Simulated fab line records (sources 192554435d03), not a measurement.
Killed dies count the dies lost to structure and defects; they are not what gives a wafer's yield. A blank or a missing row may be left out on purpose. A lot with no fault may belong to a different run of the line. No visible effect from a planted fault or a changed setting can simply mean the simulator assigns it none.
Chamber matching / flow n5-finfet / N5_BEOL_M3_VIA_ETCH_34 on rie-diel-03: 4 sister chambers
The step etches the open film in C4F6/O2, target depth 69.4 nm, time 65.9 s. 20 wafers are shown with their chamber, then 10 later ones without.

WAFERS, EACH WITH ITS CHAMBER
wafer=L078.1; chamber=0; drypump-motor-current-A (A)=6.33; rf-vpp-V (V)=683; throttle-valve-pct (%)=30.98
wafer=L078.3; chamber=1; drypump-motor-current-A (A)=5.60; rf-vpp-V (V)=655; throttle-valve-pct (%)=30.84
wafer=L078.5; chamber=2; drypump-motor-current-A (A)=5.70; rf-vpp-V (V)=685; throttle-valve-pct (%)=30.66
wafer=L077.2; chamber=3; drypump-motor-current-A (A)=5.81; rf-vpp-V (V)=672; throttle-valve-pct (%)=30.92
wafer=L077.3; chamber=0; drypump-motor-current-A (A)=6.28; rf-vpp-V (V)=681; throttle-valve-pct (%)=30.99
wafer=L077.4; chamber=1; drypump-motor-current-A (A)=5.55; rf-vpp-V (V)=656; throttle-valve-pct (%)=30.83
wafer=L081.1; chamber=1; drypump-motor-current-A (A)=5.58; rf-vpp-V (V)=656; throttle-valve-pct (%)=30.85
wafer=L081.5; chamber=0; drypump-motor-current-A (A)=6.26; rf-vpp-V (V)=682; throttle-valve-pct (%)=30.98
wafer=L081.6; chamber=1; drypump-motor-current-A (A)=5.59; rf-vpp-V (V)=657; throttle-valve-pct (%)=30.84
wafer=L085.2; chamber=1; drypump-motor-current-A (A)=5.59; rf-vpp-V (V)=657; throttle-valve-pct (%)=30.85
wafer=L085.3; chamber=2; drypump-motor-current-A (A)=5.73; rf-vpp-V (V)=684; throttle-valve-pct (%)=30.67
wafer=L085.6; chamber=2; drypump-motor-current-A (A)=5.68; rf-vpp-V (V)=683; throttle-valve-pct (%)=30.67
wafer=L089.1; chamber=2; drypump-motor-current-A (A)=5.70; rf-vpp-V (V)=684; throttle-valve-pct (%)=30.67
wafer=L089.3; chamber=0; drypump-motor-current-A (A)=6.28; rf-vpp-V (V)=682; throttle-valve-pct (%)=31.01
wafer=L089.4; chamber=3; drypump-motor-current-A (A)=5.80; rf-vpp-V (V)=682; throttle-valve-pct (%)=30.56
wafer=L090.2; chamber=2; drypump-motor-current-A (A)=5.72; rf-vpp-V (V)=682; throttle-valve-pct (%)=30.69
wafer=L090.5; chamber=3; drypump-motor-current-A (A)=5.77; rf-vpp-V (V)=681; throttle-valve-pct (%)=30.54
wafer=L090.6; chamber=0; drypump-motor-current-A (A)=6.27; rf-vpp-V (V)=681; throttle-valve-pct (%)=31.00
wafer=L092.1; chamber=0; drypump-motor-current-A (A)=6.28; rf-vpp-V (V)=683; throttle-valve-pct (%)=31.02
wafer=L092.2; chamber=3; drypump-motor-current-A (A)=5.78; rf-vpp-V (V)=682; throttle-valve-pct (%)=30.55

SIGNATURES (means of the wafers above)
reading=drypump-motor-current-A; chamber 0=6.2833; chamber 1=5.5820; chamber 2=5.7060; chamber 3=5.7900; scatter within a chamber=0.0208
reading=rf-vpp-V; chamber 0=682.00; chamber 1=656.20; chamber 2=683.60; chamber 3=679.25; scatter within a chamber=2.27
reading=throttle-valve-pct; chamber 0=30.9967; chamber 1=30.8420; chamber 2=30.6720; chamber 3=30.6425; scatter within a chamber=0.081
Rule: distance of a wafer from a chamber = root of the sum over the readings of ((wafer's reading minus chamber's mean) / reading's scatter) squared. The wafer belongs to the nearest chamber; if the next one is less than 2 further off, it can't be placed. How the scatter is found: for the shown wafers, subtract from each reading the mean of its chamber, square and add these, divide the total by (wafers less chambers), then take the root.

WAFERS WITHOUT THEIR CHAMBER
wafer=L092.5; drypump-motor-current-A (A)=5.58; rf-vpp-V (V)=655; throttle-valve-pct (%)=30.86
wafer=L093.1; drypump-motor-current-A (A)=5.67; rf-vpp-V (V)=682; throttle-valve-pct (%)=30.68
wafer=L093.3; drypump-motor-current-A (A)=5.60; rf-vpp-V (V)=655; throttle-valve-pct (%)=30.84
wafer=L093.4; drypump-motor-current-A (A)=6.26; rf-vpp-V (V)=681; throttle-valve-pct (%)=31.01
wafer=L095.1; drypump-motor-current-A (A)=6.28; rf-vpp-V (V)=683; throttle-valve-pct (%)=31.02
wafer=L095.2; drypump-motor-current-A (A)=5.62; rf-vpp-V (V)=655; throttle-valve-pct (%)=30.86
wafer=L095.3; drypump-motor-current-A (A)=5.77; rf-vpp-V (V)=683; throttle-valve-pct (%)=30.56
wafer=L097.2; drypump-motor-current-A (A)=6.27; rf-vpp-V (V)=682; throttle-valve-pct (%)=31.02
wafer=L097.4; drypump-motor-current-A (A)=5.58; rf-vpp-V (V)=656; throttle-valve-pct (%)=30.86
wafer=L097.5; drypump-motor-current-A (A)=5.80; rf-vpp-V (V)=681; throttle-valve-pct (%)=30.55

WHICH CHAMBER EACH WENT THROUGH
wafer=L092.5; from the rows above=1; in truth=1
wafer=L093.1; from the rows above=2; in truth=2
wafer=L093.3; from the rows above=1; in truth=1
wafer=L093.4; from the rows above=0; in truth=0
wafer=L095.1; from the rows above=0; in truth=0
wafer=L095.2; from the rows above=1; in truth=1
wafer=L095.3; from the rows above=can't be placed: 3 or 2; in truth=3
wafer=L097.2; from the rows above=0; in truth=0
wafer=L097.4; from the rows above=1; in truth=1
wafer=L097.5; from the rows above=3; in truth=3
Correctly placed: 9 of 10. Unplaceable from these rows: 1, with the true chamber sitting among the candidates in 1. Placed wrongly: 0.
